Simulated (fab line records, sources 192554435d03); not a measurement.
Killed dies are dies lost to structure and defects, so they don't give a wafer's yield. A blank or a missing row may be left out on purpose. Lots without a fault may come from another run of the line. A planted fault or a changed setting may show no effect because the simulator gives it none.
Chamber matching | flow n5_finfet | N5_FIN_SAQP_HM_DEP_72 on pecvd-02: 3 sister chambers
The step deposits SiO2 from SiH4/N2O, target thk 12 nm, time 7.2 s. 6 wafers are shown with their chamber, then 9 later ones without.

WAFERS WITH THEIR CHAMBER
wafer  | chamber | showerhead_plenum_p_Torr (Torr) | heater_power_w (W)
L081.3 | 0       | 8.34                            | 905
L083.3 | 2       | 8.02                            | 877
L083.5 | 1       | 8.08                            | 763
L086.2 | 2       | 8.02                            | 893
L086.3 | 1       | 8.06                            | 720
L086.5 | 0       | 8.35                            | 905

WAFERS WITHOUT THEIR CHAMBER
wafer  | showerhead_plenum_p_Torr (Torr) | heater_power_w (W)
L087.1 | 8.35                            | 940
L087.2 | 8.02                            | 807
L087.5 | 8.35                            | 947
L089.2 | 8.00                            | 747
L089.3 | 8.07                            | 740
L089.5 | 8.02                            | 721
L092.3 | 8.34                            | 925
L092.4 | 8.35                            | 926
L092.5 | 8.02                            | 854

WHICH CHAMBER EACH WENT THROUGH
wafer  | from the rows above     | in truth
L087.1 | 0                       | 0
L087.2 | 2                       | 2
L087.5 | 0                       | 0
L089.2 | can't be placed: 1 or 2 | 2
L089.3 | 1                       | 1
L089.5 | 1                       | 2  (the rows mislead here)
L092.3 | 0                       | 0
L092.4 | 0                       | 0
L092.5 | 2                       | 2
Placed correctly: 7 of 9. Can't be placed from these rows: 1 (the true chamber is among the candidates in 1). Placed wrongly: 1.
How it was worked out, from the rows above alone: a wafer's distance from a chamber is the root of the sum, over the readings, of the square of ((its reading less the chamber's mean) divided by the reading's scatter). The wafer belongs to the nearest chamber; if the next one is less than 2 further off, it can't be placed. A chamber's mean is the mean of its shown wafers. The scatter: the root of (the sum of the squares of (reading less its chamber's mean) over the shown wafers, divided by (wafers less chambers)).
